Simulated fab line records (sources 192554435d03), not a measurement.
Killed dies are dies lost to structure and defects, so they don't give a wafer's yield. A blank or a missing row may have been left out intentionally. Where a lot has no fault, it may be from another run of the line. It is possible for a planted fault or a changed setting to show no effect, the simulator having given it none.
Comparing a struck lot with a sound one || flow n5Finfet || 16 steps out of a route of 1938
Sound: these wafers, L488.3, L488.4, L488.5. Struck: wafers L491.1, L491.2, L491.4. The cause is given at the end.
Order at every step that has rows: each side's tool, ch and its chambers, its first start. Under that, the readings that differ: sound wafers || struck wafers || difference of the means || sigmas: that difference in standard deviations of wafers without a fault.
alike: readings with means less than 2 such deviations apart, plus words and numbers identical on both sides. not compared: withheld readings, readings lacking a value on some wafer, bounds such as >300 that could conceal the same value, and numbers that have no deviation in the record and whose values overlap.
The two part at a step that has a row with sigmas, a row that says differs or no value, or rows on one side only. Non-overlapping numbers with no deviation appear without sigmas and do not part them. A reading that every wafer of one side lacks parts them only if that side has two wafers or more.

N5_BEOL_M4_ETCH_41: etches SiCN in CH3F/O2, target depth 29.9 nm, time 52.5 s.
  sound: rieDiel-04 ch 0,2; struck: rieDiel-04 ch 0,2,3
  alike: O2_flow_sccm, drypumpMotorCurrentA, oesProductAu, rfVppV, showerheadPlenumPTorr, throttleValvePct
  not compared: rfHoursCounterH
N5_BEOL_M4_STRIP_97: strips in N2/H2, time 10 s.
  sound: rieDiel-04 ch 0,2; struck: rieDiel-04 ch 0,2,3
  alike: drypumpMotorCurrentA, h2FlowSccm, oesProductAu, rfVppV, showerheadPlenumPTorr, throttleValvePct
  not compared: rfHoursCounterH
N5_BEOL_M4_OCD_MEAS_38:
  sound on ocd-02 at day 9 10:16; struck on ocd-02 at day 10 16:14
  alike: trenchDepthNm
then, 4 steps without rows for these wafers: N5_BEOL_M4_HM_STRIP_39 (strips TiN in peroxide tin strip, target depth 25 nm, time 158 s); N5_BEOL_M4_SRD_40 (time 30 s); N5_BEOL_M4_PRECLEAN_42 (cleans in residue remover, time 60 s); N5_BEOL_M4_SRD_43 (time 30 s).
N5_BEOL_M4_CD_MEAS_35: target cd 18 nm, target cd y 22.4 nm.
  sound on cdSem-03 at day 9 10:25; struck on cdSem-01 at day 10 16:23
  alike: cdNm
N5_BEOL_M4_DEGAS_44: time 60 s.
  sound on pvdSputter-02 at day 9 10:29; struck on pvdSputter-02 at day 10 16:53
  alike: heaterPowerW
then, 1 step without rows for these wafers: N5_BEOL_M4_PRE_CLEAN_45 (time 30 s).
N5_BEOL_M4_ALD_84: deposits TaN, pulse time 2 s, purge time 3 s, co reactant purge time 2 s.
  sound on aldMetal-01 ch 0,2,3, day 9 10:38; struck on aldMetal-04 ch 2,3, day 10 17:02
  alike: heaterPowerW
then, 1 step without rows for these wafers: N5_BEOL_M4_SURFACE_TREAT_85.
N5_BEOL_M4_CVD_47: deposits Co from CCTBA/H2, target thk 3 nm, time 223.8 s.
  sound on cvdCo-01 ch 1,2, day 9 11:10; struck on cvdCo-02 ch 0,1,2, day 10 17:35
{"reading": "runLengthS (s)", "sound": "246.5 246.4 246.7", "struck": "137.4 136.8 137.4", "difference": -109.3, "sigmas": "-99 or more"}
N5_BEOL_M4_SPUTTER_48: material Cu, target thk 4.5 nm, time 8.29 s.
  sound on pvdSputter-01 at day 9 12:50; struck on pvdSputter-03 at day 10 17:52
  alike: throttleValvePct
N5_BEOL_M4_RC_MEAS_101:
  sound on prober-02 ch 0, day 9 16:00; struck on prober-01 ch 0, day 10 20:51
{"reading": "DIBL_N (mV/V)", "sound": "33.2 37.0 34.8", "struck": "38.4 39.2 40.0", "difference": "+4.2", "sigmas": "+2"}
{"reading": "DIBL_P (mV/V)", "sound": "32.8 37.2 35.1", "struck": "38.8 40.2 40.8", "difference": "+4.9", "sigmas": "+2"}
{"reading": "IOFF_N (nA/um)", "sound": "0.11 0.17 0.12", "struck": "0.20 0.22 0.23", "difference": "+0.08", "sigmas": "+2"}
{"reading": "ION_N (uA/um)", "sound": "642 656 637", "struck": "678 703 682", "difference": "+43", "sigmas": "+3"}
{"reading": "SS_N (mV/dec)", "sound": "70.5 71.0 70.9", "struck": "72.8 71.9 73.2", "difference": "+1.8", "sigmas": "+3"}
{"reading": "VT_N (mV)", "sound": "260 250 259", "struck": "245 246 245", "difference": -11, "sigmas": -3}
  alike: IOFF_P, ION_P, SS_P, VT_P
-- here the record skips 5 days between the struck wafers' starts before and after, leaving off in module BEOL_M4 and picking up in module PASSIVATION (first step shown: number 1936 of the route) --
N5_PASSIVATION_PROBE_49:
  sound on prober-02 at day 14 10:56; struck on prober-01 at day 15 20:47
{"reading": "defectLimitedYield (%)", "sound": "89.9 89.4 86.9", "struck": "92.5 91.6 92.4", "difference": "+3.4", "sigmas": "+2"}
{"reading": "killedAtContacts", "sound": "36 29 38", "struck": "12 12 9", "difference": -23, "sigmas": -3}
{"reading": "killedDies", "sound": "119 125 154", "struck": "89 99 90", "difference": -40, "sigmas": -2}
{"reading": "killedOpen", "sound": "92 81 107", "struck": "58 62 57", "difference": -34, "sigmas": -3}
{"reading": "sort_bin_5_function (%)", "sound": "5.5 5.8 8.2", "struck": "3.9 4.7 4.2", "difference": -2.2, "sigmas": -2}
{"reading": "sort_bin_8_speed (%)", "sound": "0.42 0 0.08", "struck": "0 0 0", "difference": "+0", "sigmas": -4}
{"reading": "sortNPass", "sound": "1056 1055 1026", "struck": "1091 1081 1090", "difference": "+42", "sigmas": "+2"}
  alike: killed_at_M0_to_M3, killed_at_M4_up, killedAtFrontEnd, killedAtOther, killedShort, sort_bin_6_memory

WHERE THEY PART
First at N5_BEOL_M4_CVD_47; last, within this record, at N5_PASSIVATION_PROBE_49.

WHY: whatever the simulator had introduced
Drift in process parameters on cvdCo-02 at N5_BEOL_M4_CVD_47, starting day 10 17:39. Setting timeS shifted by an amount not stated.
